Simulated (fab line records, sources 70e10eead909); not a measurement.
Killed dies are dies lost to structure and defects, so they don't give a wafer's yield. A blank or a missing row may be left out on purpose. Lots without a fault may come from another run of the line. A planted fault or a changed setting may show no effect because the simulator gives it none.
Chamber matching | flow nand_harc | NHARC_P_ZERO_WELL_DESCUM_13 on rie_diel-06: 4 sister chambers
The step chemistry O2, time 3 s. 14 wafers are shown with their chamber, then 7 later ones without.

WAFERS WITH THEIR CHAMBER
wafer  | chamber | drypump_motor_current_A (A) | oes_product_au (a.u.) | rf_vpp_V (V)
L081.4 | 3       | 6.0                         | 0.985                 | 56.8
L081.5 | 2       | 5.6                         | 1.011                 | 58.6
L081.6 | 3       | 6.0                         | 0.984                 | 55.6
L084.1 | 1       | 6.0                         | 0.999                 | 57.4
L084.3 | 3       | 6.0                         | 0.981                 | 56.3
L084.6 | 0       | 6.4                         | 0.986                 | 59.8
L087.1 | 2       | 5.6                         | 0.987                 | 58.9
L087.3 | 1       | 5.9                         | 0.980                 | 58.3
L087.5 | 3       | 6.0                         | 0.979                 | 57.7
L089.1 | 2       | 5.6                         | 0.996                 | 57.8
L089.2 | 0       | 6.4                         | 0.989                 | 57.6
L089.5 | 2       | 5.6                         | 1.001                 | 59.6
L092.2 | 3       | 6.0                         | 0.979                 | 57.3
L092.3 | 2       | 5.6                         | 0.997                 | 56.9

SIGNATURES (means of the wafers above)
reading                 | chamber 0 | chamber 1 | chamber 2 | chamber 3 | scatter within a chamber
drypump_motor_current_A | 6.400     | 5.950     | 5.600     | 6.000     | 0.0224
oes_product_au          | 0.98750   | 0.98950   | 0.99840   | 0.98160   | 0.00721
rf_vpp_V                | 58.700    | 57.850    | 58.360    | 56.740    | 0.994
Rule: a wafer's distance from a chamber is the root of the sum, over the readings, of the square of ((its reading less the chamber's mean) divided by the reading's scatter). The wafer belongs to the nearest chamber; if the next one is less than 2 further off, it can't be placed. The scatter: the root of (the sum of the squares of (reading less its chamber's mean) over the shown wafers, divided by (wafers less chambers)).

WAFERS WITHOUT THEIR CHAMBER
wafer  | drypump_motor_current_A (A) | oes_product_au (a.u.) | rf_vpp_V (V)
L092.5 | 6.0                         | 0.975                 | 57.4
L095.1 | 6.4                         | 0.978                 | 58.4
L095.2 | 5.9                         | 0.987                 | 57.4
L095.4 | 6.0                         | 0.978                 | 55.7
L096.3 | 5.6                         | 0.998                 | 58.3
L096.5 | 5.6                         | 0.995                 | 56.8
L096.6 | 6.0                         | 0.974                 | 56.3

WHICH CHAMBER EACH WENT THROUGH
wafer  | from the rows above     | in truth
L092.5 | can't be placed: 3 or 1 | 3
L095.1 | 0                       | 0
L095.2 | 1                       | 1
L095.4 | 3                       | 3
L096.3 | 2                       | 2
L096.5 | 2                       | 2
L096.6 | 3                       | 3
Placed correctly: 6 of 7. Can't be placed from these rows: 1 (the true chamber is among the candidates in 1). Placed wrongly: 0.
